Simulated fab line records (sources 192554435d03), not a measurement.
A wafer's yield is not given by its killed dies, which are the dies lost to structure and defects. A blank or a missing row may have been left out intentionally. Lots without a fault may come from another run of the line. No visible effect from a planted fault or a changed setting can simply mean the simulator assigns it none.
Comparing a struck lot with a sound one / flow n5-finfet / 36 steps out of a route of 1938
Sound: wafers L287.1, L287.2, L287.5. Struck: wafer L277.1 (left out: L277.2, L277.6 of the same lot, which were not struck); the cause appears at the end.
Per side, at each step with rows, come the tool, then ch with its chambers, and then its first start. Under that, the readings that differ: sound wafers / struck wafers / difference of the means / sigmas: that difference in standard deviations of wafers without a fault.
alike: same words and numbers on both sides, and readings whose means sit less than 2 such deviations apart. not compared: any withheld reading, any reading some wafer has no value for, any bound like >300 that may hide the same value, and any number with overlapping values for which the record gives no deviation.
A row with sigmas, a row that says differs or no value, or rows on one side alone: a step with any of these is where the two part. When numbers do not overlap yet have no deviation, they are printed without sigmas and do not part them. Lack of a reading on every wafer of one side parts them only where that side has two or more wafers.

first, 8 steps without rows for these wafers: N5_BEOL_M5_ANNEAL_51 (time 90 s); N5_BEOL_M5_CMP_52 (polishes, stops on SiCOH lowk, t overpolish 6.9 s, target thk 62 nm); N5_BEOL_M5_PRE_CLEAN_77 (time 15 s); N5_BEOL_M5_CO_CAP_78 (material Co, precursor CCTBA/H2, target thk 2 nm, time 102.1 s); N5_BEOL_M5_PRE_CLEAN_55 (time 15 s); N5_BEOL_M5_DEP_56 (deposits SiCN from 3MS/NH3, target thk 8 nm, time 14 s); N5_BEOL_M6_ILD_DEP_00 (deposits SiCOH lowk from DEMS/porogen, target thk 179.75 nm, time 33.4 s); N5_BEOL_M6_CURE_74 (cures SiCOH lowk, time 240 s).
N5_BEOL_M6_PECVD_70: deposits SiO2 from TEOS/O2, target thk 20 nm, time 22.7 s.
  sound on pecvd-03 ch 0,2, day 13 22:50; struck on pecvd-01 ch 2, day 11 00:39
reading=throttle-valve-pct (%); sound=21.5 19.5 19.5; struck=22.9; difference=+2.7; sigmas=+2
reading=model.SiO2_of_BEOL_M6_PECVD_70.thk-nm (nm); sound=19.4 19.8 20; struck=23.6; difference=+3.9; sigmas=
  alike: heater-power-w, showerhead-plenum-p-Torr
then, 25 steps without rows for these wafers: N5_BEOL_M6_HM_DEP_02 (deposits TiN, target thk 20 nm); N5_BEOL_M6_COAT_59 (time 60 s, resist thk 100 nm); N5_BEOL_M6_COAT_60 (time 60 s, resist thk 35 nm); N5_BEOL_M6_COAT_05 (resist thk 90 nm); N5_BEOL_M6_EBR_07; N5_BEOL_M6_SOFTBAKE_06 (time 60 s); N5_BEOL_M6_EXPOSE_08 (exposes mask M6); N5_BEOL_M6_PEB_09 (peb time 60 s); N5_BEOL_M6_DEVELOP_10 (develop time 30 s); N5_BEOL_M6_DESCUM_16 (chemistry O2, time 7.9 s); N5_BEOL_M6_ETCH_61 (etches SiARC in CF4, target depth 45.5 nm, time 75.8 s); N5_BEOL_M6_ETCH_62 (etches SOC in N2/H2, target depth 110 nm, overetch 22 nm, time 165 s); N5_BEOL_M6_STRIP_68 (strips in N2/H2); N5_BEOL_M6_STRIP_67 (strips in CF4); N5_BEOL_M6_HM_OPEN_17 (chemistry Cl2/BCl3, target TiN, target depth 20 nm, overetch 6 nm); N5_BEOL_M6_STRIP_19 (strips in O2); N5_BEOL_M6_COAT_63 (time 60 s, resist thk 60 nm); N5_BEOL_M6_COAT_64 (time 60 s, resist thk 12 nm); N5_BEOL_M6_COAT_71 (time 60 s, resist thk 5 nm); N5_BEOL_M6_COAT_22 (resist thk 30 nm); N5_BEOL_M6_EBR_24; N5_BEOL_M6_SOFTBAKE_23 (time 60 s); N5_BEOL_M6_EXPOSE_25 (exposes mask V5, target cd 40 nm); N5_BEOL_M6_PEB_26 (peb time 60 s); N5_BEOL_M6_DEVELOP_27 (develop time 30 s).
N5_BEOL_M6_HM_STRIP_39: strips TiN in peroxide tin strip, target depth 25 nm, time 158 s.
  sound on wet-bench-05 ch 1,2,4, day 14 03:44; struck on wet-bench-05 ch 4, day 11 03:40
reading=model.SiO2_of_BEOL_M6_PECVD_70.thk-nm (nm); sound=19.2 19.6 19.8; struck=23.6; difference=+4.1; sigmas=
N5_BEOL_M6_CMP_52: polishes, stops on SiCOH lowk, t overpolish 6.9 s, target thk 80 nm.
  sound on cmp-01 ch 1,3, day 14 05:26; struck on cmp-02 ch 3, day 11 06:16
reading=barrier-field-endpoint-s (s); sound=28.3 28.7 28.3; struck=33.1; difference=+4.7; sigmas=+7
  alike: clearing-platen-down-force-psi, motor-current-A, retaining-ring-pressure-frac

## WHERE THEY PART
Earliest at N5_BEOL_M6_PECVD_70; latest, in this record, at N5_BEOL_M6_CMP_52.

WHY: whatever the simulator had introduced
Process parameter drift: pecvd-01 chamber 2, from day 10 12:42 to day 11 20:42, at N5_BEOL_M6_PECVD_70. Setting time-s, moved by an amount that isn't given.
